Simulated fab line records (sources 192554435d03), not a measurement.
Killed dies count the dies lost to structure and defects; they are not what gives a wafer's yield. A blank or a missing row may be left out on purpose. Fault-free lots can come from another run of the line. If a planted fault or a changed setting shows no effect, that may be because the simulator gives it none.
Struck lot and sound lot, side by side | flow n5Finfet | 17 steps out of a route of 1938
Sound: wafers L672.1, L672.3, L672.5. Wafers L667.2, L667.5, L667.6 were the ones struck. The cause is named last.
Order at every step that has rows: each side's tool, ch and its chambers, its first start. Under that, the readings that differ: sound wafers | struck wafers | difference of the means | sigmas: that difference in standard deviations of wafers without a fault.
alike: a reading whose means differ by less than 2 such deviations, as well as words and numbers matching on both sides. not compared: withheld readings; readings where some wafer has no value; bounds like >300 that might hide an equal value; numbers whose values overlap and for which the record gives no deviation.
Wherever a step has rows on one side only, a row that says differs or no value, or a row with sigmas, the two part there. Numbers that have no deviation but don't overlap get no sigmas and don't part them. Lack of a reading on every wafer of one side parts them only where that side has two or more wafers.

first, 1 step without rows for these wafers: N5_SD_EPI_N_STRIP_36 (strips in N2/H2).
N5_SD_EPI_N_ETCHBACK_44: etches SiNx in CH3F/O2, stops on SiO2, target depth 14.5 nm.
  sound on rieDiel-03 ch 0,1,2, day 7 00:01; struck on rieDiel-03 ch 0,2,3, day 5 15:40
  alike: drypumpMotorCurrentA, oesProductAu, rfVppV, showerheadPlenumPTorr, throttleValvePct
  not compared: rfHoursCounterH
then, 1 step without rows for these wafers: N5_SD_EPI_N_ETCH_45 (etches SiOCN in CH3F/O2, target depth 6 nm).
N5_SD_EPI_N_ETCH_16: etches SiO2 in CHF3/O2, target depth 5 nm.
  sound on rieDiel-03 ch 0,1,2, day 7 00:13; struck on rieDiel-03 ch 0,2,3, day 5 15:52
  alike: drypumpMotorCurrentA, oesProductAu, rfVppV, showerheadPlenumPTorr, throttleValvePct
  not compared: rfHoursCounterH
then, 1 step without rows for these wafers: N5_SD_EPI_N_STRIP_47 (strips in CHF3/O2).
N5_SD_EPI_N_SD_RECESS_17: chemistry HBr/Cl2/O2, target depth 41 nm, time 23.7 s, bt time 3 s.
  sound on rieSi-02 ch 0,2, day 7 00:17; struck on rieSi-03 ch 0,3, day 5 15:56
  alike: drypumpMotorCurrentA, oesProductAu, throttleValvePct
  not compared: rfHoursCounterH
N5_SD_EPI_N_STRIP_38: strips in N2/H2.
  sound on plasmaAsher-02 ch 0,1, day 7 00:23; struck on plasmaAsher-02 ch 0,1, day 5 16:02
  alike: drypumpMotorCurrentA, h2FlowSccm, heaterPowerW, oesProductAu
  not compared: rfHoursCounterH
then, 4 steps without rows for these wafers: N5_SD_EPI_N_WET_ETCH_43 (etches SiO2 in dHF, time 14 s, target depth 1.5 nm); N5_SD_EPI_N_STRIP_18 (strips in SPM, time 750 s); N5_SD_EPI_N_SRD_20 (time 30 s); N5_SD_EPI_N_PRECLEAN_48 (cleans in NF3:NH3, afs cycles 2, time 20 s, sublimation time 60 s).
N5_SD_EPI_N_VAPOR_ETCH_50: etches Si in HCl, time 54 s.
  sound on epiRpcvd-04 ch 0, day 7 01:05; struck on epiRpcvd-03 ch 0, day 5 16:47
  alike: throttleValvePct
N5_SD_EPI_N_EPI_21: deposits Si:P, time 690 s.
  sound on epiRpcvd-04 ch 0, day 7 01:16; struck on epiRpcvd-03 ch 0, day 5 17:13
N5_SD_EPI_N_EPI_MEAS_23:
  sound on filmMetro-01 at day 7 02:59; struck on filmMetro-02 at day 5 18:39
reading    | sound          | struck         | difference | sigmas
thkNm (nm) | 60.9 56.7 58.7 | 54.2 53.9 52.5 | -5.2       | -4
then, 1 step without rows for these wafers: N5_SD_EPI_N_PRECLEAN_24 (cleans in O3/DIW, time 60 s).
-- a jump in the record: the struck wafers' starts before and after are 5 days apart (it breaks off in module SD_EPI_N and resumes in module BEOL_M4, where the first step shown is number 1111 of the route) --
N5_BEOL_M4_RC_MEAS_101:
  sound on prober-02 ch 0, day 11 20:39; struck on prober-01 ch 0, day 10 15:29
  alike: DIBL_N, DIBL_P, IOFF_N, IOFF_P, ION_N, ION_P, SS_N, SS_P, VT_N, VT_P
then, 1 step without rows for these wafers: N5_PASSIVATION_PROBE_49.

== WHERE THEY PART ==
Only at N5_SD_EPI_N_EPI_MEAS_23, within this record. Later steps at which nothing parts them and some readings are alike: N5_BEOL_M4_RC_MEAS_101.

WHY: what had been put in by the simulator
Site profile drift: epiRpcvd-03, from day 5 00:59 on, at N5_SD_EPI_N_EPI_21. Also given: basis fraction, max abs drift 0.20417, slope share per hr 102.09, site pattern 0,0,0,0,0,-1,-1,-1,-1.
